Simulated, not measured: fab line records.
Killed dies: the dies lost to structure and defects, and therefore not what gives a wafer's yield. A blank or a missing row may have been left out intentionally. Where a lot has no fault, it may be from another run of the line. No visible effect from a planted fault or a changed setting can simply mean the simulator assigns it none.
fab line records	flow n5-finfet
[record] lots = 9	wafers = 27	last-day = 18
route steps=1938 shown SD_EPI_N@289 SD_EPI_P@303 BEOL_M4@1111 PASSIVATION@1936
lots with no fault: from the same line, run without faults
start-h: start of the lot's first displayed wafer, in hours after the record's first day	wait-h: hours since the lot's step before	" as in the row above	L1.1+2: a single row standing in for several wafers	- no value present, or no start provided	* or withheld: withheld	< > ~ a bound
route shown NAME@n: NAME is a module with steps in the file, n the number in the route of the first one	usual: mean/standard deviation of fault-free wafers	same: alike in all rows	chamber/n: place in a boat	sites: each site's reading	_std_site: standard deviation of those values	_edge_site: the outer-site mean with the inner-site mean subtracted	radius-mm: how far each site lies from the wafer's centre	mask NAME#n: copy n	behind: the tool/chamber that last shaped the wafer	hold: why the lot was held/for how many hours/how that ended	device: whichever transistor did not switch (one of n, p or np)	end of line: the route-end tests of the same wafers	a step with no rows: only its recipe	killed: dies that structure and defects cost at the first sort, which is not the same as the wafer's yield	map: the dies of a wafer, with x for killed, . for not killed, _ for no die there
set.NAME: the run value of the setting; set.NAME@STEP: its run value at that earlier step	model.NAME: the simulator's own value behind a step, which no gauge read
a sample of lots followed through the steps of the route, with each step as a table and each wafer as a row
services: a tool's chamber out of use, with start hour (start-h, from the record's first day; less than 0 if before it), hours out, and reason
[[steps]]
[step N5_SD_EPI_N_EPI_MEAS_23]
[recipe] mode = xrd
[usual] thk-nm = 58.8/1.2
lot.wafer	tool	chamber	start-h	wait-h	thk-nm
L389.2	film-metro-01	-	64.45	1.2	58.2
L389.3	"	-	"	"	58.7
L389.5	"	-	"	"	57.1
L390.3	film-metro-01	-	69.55	0.9	58.2
L390.5	"	-	"	"	58.4
L390.6	"	-	"	"	58.7
L394.1	film-metro-02	-	94.34	1.4	60.0
L394.3	"	-	"	"	59.3
L394.6	"	-	"	"	57.9
L398.2	film-metro-02	-	118.88	1.2	60.6
L398.3	"	-	"	"	59.7
L398.5	"	-	"	"	58.6
L399.1	film-metro-02	-	132.32	2.5	60.9
L399.4	"	-	"	"	59.7
L399.6	"	-	"	"	59.0
L402.4	film-metro-02	-	146.31	1.0	60.4
L402.5	"	-	"	"	59.3
L402.6	"	-	"	"	59.0
L403.1	film-metro-02	-	149.63	1.4	59.1
L403.2	"	-	"	"	61.1
L403.6	"	-	"	"	58.3
L404.1	film-metro-01	-	157.37	1.9	58.6
L404.3	"	-	"	"	57.5
L404.5	"	-	"	"	58.9
L410.1	film-metro-02	-	198.60	2.5	59.1
L410.3	"	-	"	"	60.2
L410.5	"	-	"	"	59.7
[step N5_SD_EPI_P_CD_MEAS_09]
[recipe] target-cd-nm = 240	landing-energy-ev = 500	detector = se-inlens
[usual] cd-nm = 240.0/0.99
lot.wafer	tool	chamber	start-h	wait-h	cd-nm
L389.2	cd-sem-01	0	66.01	-	238.9
L389.3	"	0	"	"	239.9
L389.5	"	0	"	"	240.1
L390.3	cd-sem-02	0	70.65	-	239.5
L390.5	"	0	"	"	240.8
L390.6	"	0	"	"	239.6
L394.1	cd-sem-01	0	95.33	-	240.4
L394.3	"	0	"	"	241.0
L394.6	"	0	"	"	239.8
L398.2	cd-sem-02	0	119.71	-	239.9
L398.3	"	0	"	"	240.9
L398.5	"	0	"	"	240.7
L399.1	cd-sem-03	0	133.54	-	240.9
L399.4	"	0	"	"	241.1
L399.6	"	0	"	"	241.2
L402.4	cd-sem-02	0	147.56	-	239.5
L402.5	"	0	"	"	239.2
L402.6	"	0	"	"	239.9
L403.1	cd-sem-02	0	150.57	-	240.2
L403.2	"	0	"	"	239.1
L403.6	"	0	"	"	240.4
L404.1	cd-sem-02	0	158.20	-	239.5
L404.3	"	0	"	"	239.8
L404.5	"	0	"	"	239.3
L410.1	cd-sem-01	0	199.92	-	241.4
L410.3	"	0	"	"	240.5
L410.5	"	0	"	"	240.1
[step N5_SD_EPI_P_ETCHBACK_46]
[recipe] chemistry = CH3F/O2	mode = anisotropic-etchback	target = SiNx	target-depth-a = 175	stop-on = SiO2	over-etch-frac = 0.3	ion-energy-ev = 120	pressure-mtorr = 30	source-w = 395	bias-w = 73	Ar_flow_sccm = 150	CH3F_flow_sccm = 30	O2_flow_sccm = 20
[usual] CH3F_flow_sccm = 30.00/0.087	drypump-motor-current-A = 5.6/0.41	oes_ar_750_au = 0.77/0.069	oes-product-au = 0.66/0.06	rf-vpp-V = 298/4.8	showerhead-plenum-p-Torr = 2.02/0.081	throttle-valve-pct = 16.40/0.2
lot.wafer	tool	chamber	start-h	wait-h	CH3F_flow_sccm	drypump-motor-current-A	oes_ar_750_au	oes-product-au	rf-hours-counter-h	rf-vpp-V	showerhead-plenum-p-Torr	throttle-valve-pct
L389.2	rie-diel-04	1	66.57	0.0	30.22	5.4	0.74	0.62	186	304	2.06	16.68
L389.3	"	2	"	"	30.10	5.9	0.90	0.78	20	291	2.04	16.08
L389.5	"	1	"	"	30.23	5.5	0.74	0.62	-	303	2.06	16.69
L390.3	rie-diel-04	0	71.15	0.0	29.95	5.3	0.79	0.68	134	306	2.10	16.39
L390.5	"	2	"	"	30.02	5.9	0.90	0.78	-	290	2.04	16.09
L390.6	"	3	"	"	29.96	6.0	0.72	0.62	-	296	2.07	16.34
L394.1	rie-diel-04	0	95.83	0.0	30.06	5.3	0.78	0.66	142	305	2.09	16.43
L394.3	"	1	"	"	30.14	5.4	0.74	0.61	195	303	2.06	16.68
L394.6	"	3	"	"	30.00	6.0	0.71	0.61	-	297	2.06	16.37
L398.2	rie-diel-04	3	120.21	0.0	30.06	6.0	0.70	0.60	207	296	2.06	16.38
L398.3	"	2	"	"	30.11	5.9	0.87	0.74	36	288	2.03	16.11
L398.5	"	0	"	"	29.96	5.3	0.77	0.66	-	306	2.09	16.42
L399.1	rie-diel-04	0	134.05	0.0	30.00	5.4	0.77	0.66	153	305	2.09	16.44
L399.4	"	1	"	"	30.13	5.5	0.73	0.61	206	304	2.06	16.69
L399.6	"	0	"	"	30.07	5.3	0.77	0.65	-	305	2.09	16.45
L402.4	rie-diel-04	0	149.15	0.0	30.03	5.3	0.77	0.65	157	304	2.09	16.45
L402.5	"	0	"	"	29.86	5.3	0.76	0.65	-	305	2.09	16.44
L402.6	"	1	"	"	30.06	5.5	0.72	0.61	-	304	2.06	16.72
L403.1	rie-diel-04	0	152.85	0.0	29.93	5.3	0.77	0.66	159	304	2.09	16.46
L403.2	"	2	"	"	30.11	5.9	0.85	0.73	46	289	2.03	16.15
L403.6	"	0	"	"	30.10	5.3	0.77	0.65	-	306	2.09	16.45
L404.1	rie-diel-06	1	158.70	0.0	29.87	5.5	0.77	0.67	121	300	1.84	16.17
L404.3	"	0	"	"	29.86	5.6	0.73	0.63	185	297	2.07	16.54
L404.5	"	2	"	"	29.90	4.8	0.96	0.81	-	299	2.13	16.13
L410.1	rie-diel-06	0	200.70	0.0	30.07	5.6	0.71	0.62	199	295	2.06	16.58
L410.3	"	2	"	"	29.94	4.8	0.93	0.77	18	297	2.12	16.14
L410.5	"	0	"	"	30.06	5.6	0.72	0.62	-	294	2.06	16.58
[step N5_SD_EPI_P_SD_RECESS_17]
[recipe] chemistry = HBr/Cl2/O2	target-depth-a = 391	bt-time-s = 3	pressure-mtorr = 10	icp-w = 800	bias-w = 112	HBr_flow_sccm = 150	Cl2_flow_sccm = 80	O2_flow_sccm = 12
[usual] drypump-motor-current-A = 5.8/0.33	oes-product-au = 1.005/0.014	throttle-valve-pct = 37.0/0.32
[same] bt-time-s = 3
lot.wafer	tool	chamber	start-h	wait-h	drypump-motor-current-A	oes-product-au	rf-hours-counter-h	throttle-valve-pct
L389.2	rie-si-02	0	66.84	0.0	5.6	0.986	55	36.7
L389.3	"	2	"	"	6.3	0.995	31	36.8
L389.5	"	3	"	"	5.2	1.014	-	37.4
L390.3	rie-si-05	0	71.42	0.0	5.9	1.023	27	36.8
L390.5	"	2	"	"	5.9	1.018	-	36.9
L390.6	"	1	"	"	5.4	0.997	-	37.4
L394.1	rie-si-02	2	96.10	0.0	6.4	0.995	31	36.8
L394.3	"	0	"	"	5.6	0.974	56	36.7
L394.6	"	0	"	"	5.6	0.981	-	36.7
L398.2	rie-si-02	2	120.48	0.0	6.4	1.138	32	36.7
L398.3	"	0	"	"	5.6	0.992	56	36.7
L398.5	"	0	"	"	5.6	0.976	-	36.7
L399.1	rie-si-02	2	134.32	0.0	6.4	1.120	32	36.7
L399.4	"	1	"	"	5.5	1.012	73	37.2
L399.6	"	3	"	"	5.2	1.012	-	37.4
L402.4	rie-si-06	2	149.42	0.0	5.4	0.990	44	36.9
L402.5	"	0	"	"	6.0	1.006	-	36.6
L402.6	"	3	"	"	6.3	0.998	-	36.7
L403.1	rie-si-06	2	153.13	0.0	5.4	0.993	44	36.9
L403.2	"	3	"	"	6.2	1.005	3	36.7
L403.6	"	2	"	"	5.5	0.994	-	36.9
L404.1	rie-si-05	2	158.97	0.0	5.9	1.016	96	36.9
L404.3	"	1	"	"	5.4	0.992	129	37.4
L404.5	"	0	"	"	5.9	1.012	-	36.8
L410.1	rie-si-06	1	200.97	0.0	6.1	1.028	27	37.1
L410.3	"	2	"	"	5.5	0.996	44	36.9
L410.5	"	0	"	"	6.0	1.011	-	36.6
[step N5_BEOL_M4_RC_MEAS_101]
[usual] CJ_P = 5.82/0.2	DIBL_N = 35.9/1.8	DIBL_P = 36.2/2	IOFF_N = 0.16/0.031	IOFF_P = 0.22/0.041	IOFF_P_85C = 3.7/0.58	IOFF_P_LIN = 0.102/0.016	ION_N = 676/11	ION_P = 465/8.5	REXT_P = 100.7/1.8	SS_N = 71.4/0.64	SS_P = 73.2/0.7	VT_N = 250/3.5	VT_P = -250/3.9	VT_P_LVT = -98/3.5
lot.wafer	tool	chamber	start-h	wait-h	CJ_P	DIBL_N[mV/V]	DIBL_P[mV/V]	IOFF_N[nA/um]	IOFF_P[nA/um]	IOFF_P_85C[nA/um]	IOFF_P_LIN[nA/um]	ION_N[uA/um]	ION_P[uA/um]	REXT_P[ohm.um]	SS_N[mV/dec]	SS_P[mV/dec]	VT_N[mV]	VT_P[mV]	VT_P_LVT[mV]
L389.2	prober-02	0	182.35	0.2	5.96	36.6	35.9	0.17	0.19	3.4	0.091	673	449	102.7	71.5	73.4	250	-251	-100
L389.3	"	0	"	"	6.00	33.5	32.5	0.11	0.15	2.8	0.078	657	450	101.5	70.8	71.8	252	-254	-102
L389.5	"	0	"	"	5.86	35.1	35.4	0.15	0.18	3.2	0.086	676	457	102.7	71.1	72.0	250	-251	-100
L390.3	prober-02	0	189.02	0.3	6.08	32.6	34.6	0.12	0.18	3.3	0.094	668	462	104.3	70.5	72.7	254	-248	-98
L390.5	"	0	"	"	6.32	29.3	29.7	0.08	0.12	2.3	0.070	652	450	103.9	70.0	71.0	260	-254	-103
L390.6	"	0	"	"	5.92	34.5	34.9	0.14	0.18	3.2	0.090	655	451	106.1	71.0	71.9	252	-251	-100
L394.1	prober-01	0	214.18	0.0	5.73	34.1	32.5	0.12	0.19	3.3	0.097	672	468	99.4	71.3	72.5	253	-250	-99
L394.3	"	0	"	"	5.62	36.5	35.7	0.17	0.24	4.1	0.113	682	464	101.4	71.4	73.8	247	-247	-96
L394.6	"	0	"	"	5.77	36.3	35.0	0.16	0.22	3.8	0.108	675	459	100.5	71.6	72.7	249	-247	-96
L398.2	prober-01	0	242.24	0.2	-	36.9	-	0.16	-	-	-	675	-	-	72.6	-	249	-	-
L398.3	"	0	"	"	5.77	35.8	34.5	0.14	0.19	3.4	0.094	665	453	101.5	71.9	73.6	251	-252	-100
L398.5	"	0	"	"	5.71	37.7	36.8	0.17	0.23	4.0	0.108	680	463	100.9	71.8	73.5	249	-247	-97
L399.1	prober-02	0	243.81	0.0	3.51	35.2	68.2	0.16	17.13	142.7	0.297	689	515	94.1	71.2	130.0	249	-235	-81
L399.4	"	0	"	"	5.75	35.5	36.5	0.17	0.22	3.7	0.107	673	463	103.5	71.4	74.3	247	-249	-96
L399.6	"	0	"	"	5.99	32.4	32.3	0.11	0.17	3.0	0.088	650	456	100.7	71.5	72.7	256	-249	-99
L402.4	prober-01	0	260.33	0.5	5.53	35.2	35.3	0.14	0.17	3.0	0.083	675	460	102.7	70.3	72.5	250	-253	-101
L402.5	"	0	"	"	5.41	34.8	35.6	0.13	0.16	2.9	0.079	676	458	101.7	71.0	72.3	254	-256	-102
L402.6	"	0	"	"	5.98	35.6	35.4	0.14	0.17	3.1	0.083	678	455	101.0	71.6	72.6	252	-256	-101
L403.1	prober-01	0	266.56	0.0	6.18	37.0	35.9	0.19	0.23	3.9	0.107	682	465	99.4	72.1	72.8	244	-248	-96
L403.2	"	0	"	"	6.09	35.4	35.0	0.14	0.20	3.5	0.097	678	468	99.3	72.1	72.6	251	-251	-98
L403.6	"	0	"	"	6.17	36.2	35.4	0.16	0.21	3.6	0.100	671	462	99.8	72.0	73.4	250	-251	-98
L404.1	prober-01	0	269.86	0.0	5.78	37.3	38.5	0.21	0.24	4.1	0.110	689	464	102.0	72.4	74.3	245	-249	-96
L404.3	"	0	"	"	5.27	36.9	37.9	0.20	0.23	3.9	0.106	689	468	101.4	71.9	74.2	244	-251	-95
L404.5	"	0	"	"	5.56	38.6	39.0	0.22	0.24	4.1	0.109	691	463	102.9	71.9	74.4	246	-250	-96
L410.1	prober-02	0	321.11	0.0	5.81	35.7	35.5	0.13	0.15	2.8	0.077	676	456	99.7	70.6	73.4	250	-258	-104
L410.3	"	0	"	"	6.11	35.4	35.8	0.13	0.15	2.8	0.076	678	464	98.6	70.6	72.5	254	-259	-105
L410.5	"	0	"	"	5.95	35.6	36.1	0.14	0.15	2.8	0.076	675	452	100.3	71.2	73.0	249	-256	-105
[step N5_PASSIVATION_PROBE_49]
[usual] defect-limited-yield = 91.3/1.3	killed_at_M0_to_M3 = 35/9.3	killed_at_M4_up = 14/5.2	killed-at-contacts = 12/5.9	killed-at-front-end = 38/11	killed-at-other = 4/3.7	killed-dies = 103/15	killed-open = 67/12	killed-short = 34/8	sort_bin_4_leakage = 0/0	sort_bin_5_function = 5.1/0.88	sort_bin_6_memory = 3.3/0.65	sort_bin_8_speed = 0.00/0.03	sort-n-pass = 1077/15	sort-yield-pct = 91.3/1.3
[same] gross-dies = 1180	killed-at-back-side = 0
lot.wafer	tool	chamber	start-h	wait-h	defect-limited-yield[%]	killed_at_M0_to_M3	killed_at_M4_up	killed-at-contacts	killed-at-front-end	killed-at-other	killed-dies	killed-open	killed-short	sort_bin_4_leakage[%]	sort_bin_5_function[%]	sort_bin_6_memory[%]	sort_bin_8_speed[%]	sort-n-pass	sort-yield-pct[%]
L389.2	prober-02	-	297.42	0.1	92.3	34	11	8	37	1	91	59	31	0	4.2	3.2	0	1089	92.3
L389.3	prober-02	-	297.47	0.1	94.2	25	9	5	26	3	68	45	23	0	3.6	1.9	0	1112	94.2
L389.5	prober-02	-	297.57	0.2	92.4	22	17	13	34	4	90	58	31	0	4.7	2.6	0	1090	92.4
L390.3	prober-02	-	302.71	0.1	91.2	40	20	13	29	2	104	71	32	0	4.9	3.6	0	1076	91.2
L390.5	prober-02	-	302.81	0.2	91.0	32	15	30	27	2	106	67	38	0	5.7	3.2	0	1074	91.0
L390.6	prober-02	-	302.86	0.3	90.0	49	13	15	41	0	118	72	45	0	6.4	3.2	0	1062	90.0
L394.1	prober-02	-	328.49	0.0	91.0	29	19	25	32	1	106	76	30	0	5.9	3.1	0	1074	91.0
L394.3	prober-02	-	328.59	0.1	90.6	33	21	25	30	2	111	75	35	0	5.5	3.6	0	1069	90.6
L394.6	prober-02	-	328.74	0.3	90.0	34	19	29	35	1	118	82	33	0	5.9	3.8	0	1062	90.0
L399.1	prober-01	-	355.96	0.0	94.7	26	5	13	17	1	62	36	25	94.75	3.0	1.9	0	0	0
L399.4	prober-01	-	356.11	0.2	92.4	37	13	1	32	7	90	51	39	0	4.4	2.9	0	1090	92.4
L399.6	prober-01	-	356.21	0.3	90.7	43	14	15	35	3	110	65	42	0	5.4	3.5	0	1070	90.7
L398.2	prober-02	-	361.33	0.1	88.6	42	14	6	63	10	135	91	43	88.56	7.9	3.4	0	0	0
L398.3	prober-02	-	361.38	0.1	89.2	40	25	8	46	9	128	77	45	0	6.7	3.7	0	1052	89.2
L398.5	prober-02	-	361.48	0.2	90.1	38	9	5	55	10	117	79	37	0	6.0	3.6	0	1063	90.1
L402.4	prober-02	-	381.05	0.5	92.1	27	10	12	42	2	93	52	39	0	5.1	2.4	0	1087	92.1
L402.5	prober-02	-	381.10	0.5	91.7	31	18	10	39	0	98	63	33	0	5.5	2.5	0	1082	91.7
L402.6	prober-02	-	381.15	0.6	92.0	29	14	15	34	2	94	63	30	0	4.7	3.2	0	1086	92.0
L403.1	prober-02	-	382.58	0.0	87.5	50	15	19	59	5	148	92	53	0	7.0	4.9	0.08	1032	87.5
L403.2	prober-02	-	382.63	0.1	92.1	33	12	7	35	6	93	64	29	0	4.7	2.9	0	1087	92.1
L403.6	prober-02	-	382.83	0.3	90.7	44	10	6	45	5	110	66	42	0	5.7	3.5	0	1070	90.7
L404.1	prober-01	-	384.54	0.0	91.9	49	6	8	30	2	95	46	47	0	4.3	3.6	0	1085	91.9
L404.3	prober-01	-	384.64	0.1	91.4	19	19	15	42	7	102	57	41	0	4.8	3.3	0	1078	91.4
L404.5	prober-01	-	384.74	0.2	91.6	24	7	19	44	5	99	58	41	0	5.5	2.2	0	1081	91.6
// killed by level:class
L389.2 STI_FIN_REVEAL:geometric-particle:open=18 BEOL_M3:geometric-particle:open=16 MOL_CONTACT_COAG:geometric-particle:open=7 BEOL_M0_SAQP:geometric-particle:short=7 BEOL_M3:geometric-particle:short=5 FIN_SAQP:geometric-particle:short=4 BEOL_M4:geometric-particle:open=4 STI_FIN_REVEAL:geometric-particle:short=3
L389.3 STI_FIN_REVEAL:geometric-particle:open=8 BEOL_M0_SAQP:geometric-particle:short=8 BEOL_M0_SAQP:geometric-particle:open=7 BEOL_M4:geometric-particle:open=7 BEOL_M1:geometric-particle:open=5 STARTING-WAFER:geometric-particle:short=5 STARTING-WAFER:geometric-particle:open=4 MOL_CONTACT_COAG:geometric-particle:open=3
L389.5 MOL_CONTACT_COAG:geometric-particle:open=10 STI_FIN_REVEAL:geometric-particle:open=7 BEOL_M0_SAQP:geometric-particle:short=7 BEOL_M4:geometric-particle:open=7 ILD0:geometric-particle:short=5 BEOL_M0:geometric-particle:open=5 STARTING-WAFER:geometric-particle:open=5 FIN_SAQP:geometric-particle:open=4
L390.3 BEOL_M4:geometric-particle:open=12 MOL_CONTACT_COAG:geometric-particle:open=11 BEOL_M2:geometric-particle:open=9 BEOL_M1:geometric-particle:short=8 BEOL_M0_SAQP:geometric-particle:open=7 FIN_SAQP:geometric-particle:open=5 STI_FIN_REVEAL:geometric-particle:open=5 BEOL_M0_SAQP:geometric-particle:short=5
L390.5 MOL_CONTACT_COAG:geometric-particle:open=19 MOL_CONTACT_COAG:geometric-particle:short=11 STI_FIN_REVEAL:geometric-particle:open=7 BEOL_M4:geometric-particle:short=7 BEOL_M0_SAQP:geometric-particle:open=6 BEOL_M2:geometric-particle:open=6 FIN_SAQP:geometric-particle:open=5 BEOL_M0:geometric-particle:open=4
L390.6 BEOL_M0_SAQP:geometric-particle:open=13 MOL_CONTACT_COAG:geometric-particle:open=12 BEOL_M0_SAQP:geometric-particle:short=12 FIN_SAQP:geometric-particle:short=11 BEOL_M3:geometric-particle:open=10 BEOL_M2:geometric-particle:open=9 DUMMY_GATE:geometric-particle:open=7 GATE_CUT:geometric-particle:open=5
L394.1 MOL_CONTACT_COAG:geometric-particle:open=24 BEOL_M4:geometric-particle:open=11 BEOL_M3:geometric-particle:open=10 STI_FIN_REVEAL:geometric-particle:open=8 GATE_CUT:geometric-particle:short=8 BEOL_M0_SAQP:geometric-particle:open=4 BEOL_M3:geometric-particle:short=4 FIN_SAQP:geometric-particle:short=3
L394.3 MOL_CONTACT_COAG:geometric-particle:open=22 BEOL_M4:geometric-particle:open=15 BEOL_M0_SAQP:geometric-particle:short=8 BEOL_M3:geometric-particle:open=8 STI_FIN_REVEAL:geometric-particle:open=6 BEOL_M0:geometric-particle:short=6 DUMMY_GATE:geometric-particle:open=5 FIN_SAQP:geometric-particle:short=4
L394.6 MOL_CONTACT_COAG:geometric-particle:open=28 STI_FIN_REVEAL:geometric-particle:open=11 BEOL_M4:geometric-particle:open=11 STI_FIN_REVEAL:geometric-particle:short=7 BEOL_M3:geometric-particle:open=6 BEOL_M0_SAQP:geometric-particle:open=5 BEOL_M0_SAQP:geometric-particle:short=5 BEOL_M0:geometric-particle:short=5
L399.1 BEOL_M0_SAQP:geometric-particle:open=10 BEOL_M0_SAQP:geometric-particle:short=8 MOL_CONTACT_COAG:geometric-particle:open=7 MOL_CONTACT_COAG:geometric-particle:short=6 FIN_SAQP:geometric-particle:open=4 FIN_SAQP:geometric-particle:short=4 BEOL_M1:geometric-particle:open=4 DUMMY_GATE:geometric-particle:open=3
L399.4 BEOL_M0_SAQP:geometric-particle:short=14 BEOL_M0_SAQP:geometric-particle:open=11 GATE_CUT:geometric-particle:short=7 BEOL_M4:geometric-particle:open=6 BEOL_M3:geometric-particle:open=5 DUMMY_GATE:geometric-particle:short=4 BEOL_M2:geometric-particle:open=4 FIN_SAQP:geometric-particle:open=3
L399.6 BEOL_M0_SAQP:geometric-particle:short=18 MOL_CONTACT_COAG:geometric-particle:open=12 BEOL_M0_SAQP:geometric-particle:open=10 FIN_SAQP:geometric-particle:short=6 BEOL_M4:geometric-particle:open=6 FIN_SAQP:geometric-particle:open=5 STI_FIN_REVEAL:geometric-particle:open=4 DUMMY_GATE:geometric-particle:open=4
L398.2 FIN_SAQP:geometric-particle:open=20 STI_FIN_REVEAL:geometric-particle:open=16 FIN_SAQP:geometric-particle:short=10 BEOL_M0_SAQP:geometric-particle:open=9 BEOL_M1:geometric-particle:open=8 BEOL_M0_SAQP:geometric-particle:short=6 BEOL_M4:geometric-particle:open=6 MOL_CONTACT_COAG:geometric-particle:open=5
L398.3 FIN_SAQP:geometric-particle:short=13 BEOL_M0_SAQP:geometric-particle:short=12 BEOL_M5:geometric-particle:open=10 BEOL_M0_SAQP:geometric-particle:open=9 FIN_SAQP:geometric-particle:open=8 STI_FIN_REVEAL:geometric-particle:open=8 BEOL_M4:geometric-particle:open=7 BEOL_M0:geometric-particle:open=7
L398.5 STI_FIN_REVEAL:geometric-particle:open=17 FIN_SAQP:geometric-particle:open=12 BEOL_M0:geometric-particle:open=10 FIN_SAQP:geometric-particle:short=8 BEOL_M0_SAQP:geometric-particle:short=8 BEOL_M1:geometric-particle:open=8 GATE_CUT:geometric-particle:short=6 BEOL_M3:geometric-particle:open=5
L402.4 FIN_SAQP:geometric-particle:open=7 FIN_SAQP:geometric-particle:short=7 MOL_CONTACT_COAG:geometric-particle:open=6 MOL_CONTACT_COAG:geometric-particle:short=6 BEOL_M1:geometric-particle:open=6 STARTING-WAFER:geometric-particle:short=6 BEOL_M2:geometric-particle:open=5 BEOL_M0_SAQP:geometric-particle:open=5
L402.5 FIN_SAQP:geometric-particle:open=10 FIN_SAQP:geometric-particle:short=10 BEOL_M6:geometric-particle:open=9 MOL_CONTACT_COAG:geometric-particle:open=8 BEOL_M0_SAQP:geometric-particle:short=7 BEOL_M1:geometric-particle:open=5 BEOL_M3:geometric-particle:open=5 DUMMY_GATE:geometric-particle:open=4
L402.6 FIN_SAQP:geometric-particle:open=11 MOL_CONTACT_COAG:geometric-particle:short=9 MOL_CONTACT_COAG:geometric-particle:open=6 BEOL_M0_SAQP:geometric-particle:short=6 BEOL_M0_SAQP:geometric-particle:open=5 BEOL_M3:geometric-particle:open=5 STI_FIN_REVEAL:geometric-particle:open=4 DUMMY_GATE:geometric-particle:open=4
L403.1 BEOL_M0_SAQP:geometric-particle:short=18 STI_FIN_REVEAL:geometric-particle:open=16 MOL_CONTACT_COAG:geometric-particle:open=16 FIN_SAQP:geometric-particle:open=13 BEOL_M0_SAQP:geometric-particle:open=13 FIN_SAQP:geometric-particle:short=10 BEOL_M3:geometric-particle:open=9 BEOL_M4:geometric-particle:open=5
L403.2 BEOL_M0_SAQP:geometric-particle:open=11 BEOL_M1:geometric-particle:open=10 FIN_SAQP:geometric-particle:open=9 FIN_SAQP:geometric-particle:short=8 BEOL_M0_SAQP:geometric-particle:short=8 MOL_CONTACT_COAG:geometric-particle:open=6 STI_FIN_REVEAL:geometric-particle:open=4 BEOL_M4:geometric-particle:open=3
L403.6 BEOL_M0_SAQP:geometric-particle:short=17 BEOL_M0_SAQP:geometric-particle:open=13 FIN_SAQP:geometric-particle:open=10 BEOL_M3:geometric-particle:open=10 GATE_CUT:geometric-particle:short=8 STI_FIN_REVEAL:geometric-particle:open=6 GATE_CUT:geometric-particle:open=5 ILD0:geometric-particle:open=4
L404.1 FIN_SAQP:geometric-particle:short=16 BEOL_M0_SAQP:geometric-particle:open=13 BEOL_M0_SAQP:geometric-particle:short=11 BEOL_M1:geometric-particle:short=7 MOL_CONTACT_COAG:geometric-particle:open=6 BEOL_M1:geometric-particle:open=6 BEOL_M2:geometric-particle:open=5 FIN_SAQP:geometric-particle:open=4
L404.3 MOL_CONTACT_COAG:geometric-particle:open=14 FIN_SAQP:geometric-particle:short=10 BEOL_M0_SAQP:geometric-particle:open=7 BEOL_M4:geometric-particle:open=6 GATE_CUT:geometric-particle:short=6 BEOL_M0_SAQP:geometric-particle:short=4 BEOL_M4:geometric-particle:short=4 STARTING-WAFER:geometric-particle:short=4
L404.5 MOL_CONTACT_COAG:geometric-particle:open=17 FIN_SAQP:geometric-particle:open=15 FIN_SAQP:geometric-particle:short=9 BEOL_M1:geometric-particle:open=7 BEOL_M0_SAQP:geometric-particle:short=6 GATE_CUT:geometric-particle:open=6 BEOL_M0_SAQP:geometric-particle:open=6 GATE_CUT:geometric-particle:short=5
[[services]]
tool	chamber	start-h	hours	kind
rie-si-06	-	45.60	5.3	repair
rie-diel-04	0	62.99	3.1	repair
rie-si-05	3	70.34	8.0	repair
rie-si-02	-	74.78	2.8	pm
rie-diel-06	2	130.38	-	clean
rie-diel-06	2	130.38	-	consumable-replace:focus-ring
rie-diel-06	2	130.38	-	consumable-replace:showerhead
rie-diel-06	2	130.38	17.2	scheduled-down
rie-diel-06	2	130.38	17.2	vent-cycle
rie-diel-06	-	151.78	0.2	repair
rie-si-02	1	170.44	7.1	repair
rie-si-05	-	175.82	15.6	pm
rie-si-05	1	196.19	7.8	repair
[[key]]
[first-sign] step = N5_SD_EPI_P_SD_RECESS_17	reading = oes-product-au	direction = up	sigmas = 9	usual = 1.005	struck = 1.129
[effect] step = N5_BEOL_M4_RC_MEAS_101	reading = CJ_P	direction = missing
[effect] step = N5_BEOL_M4_RC_MEAS_101	reading = DIBL_P	direction = missing
[effect] step = N5_BEOL_M4_RC_MEAS_101	reading = IOFF_P	direction = missing
[effect] step = N5_BEOL_M4_RC_MEAS_101	reading = IOFF_P_85C	direction = missing
[effect] step = N5_BEOL_M4_RC_MEAS_101	reading = IOFF_P_LIN	direction = missing
[effect] step = N5_BEOL_M4_RC_MEAS_101	reading = ION_P	direction = missing
[effect] step = N5_BEOL_M4_RC_MEAS_101	reading = REXT_P	direction = missing
[effect] step = N5_BEOL_M4_RC_MEAS_101	reading = SS_P	direction = missing
[effect] step = N5_BEOL_M4_RC_MEAS_101	reading = VT_P	direction = missing
[effect] step = N5_BEOL_M4_RC_MEAS_101	reading = VT_P_LVT	direction = missing
[effect] step = N5_PASSIVATION_PROBE_49	reading = sort_bin_4_leakage	direction = up	sigmas = 99+	usual = 0	struck = 91.65
met-at N5_SD_EPI_P_SD_RECESS_17
struck-lots L398,L399
struck-wafers L398.2,L399.1
not-acting-at N5_SD_EPI_N_EPI_MEAS_23,N5_SD_EPI_P_CD_MEAS_09,N5_SD_EPI_P_ETCHBACK_46
onset-between 96.10 120.48
[fault] kind = process-parameter-drift	tool = rie-si-02	chamber = 2	onset-h = 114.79	steps = N5_SD_EPI_P_SD_RECESS_17	channel = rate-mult	offset = 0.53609	shape = step
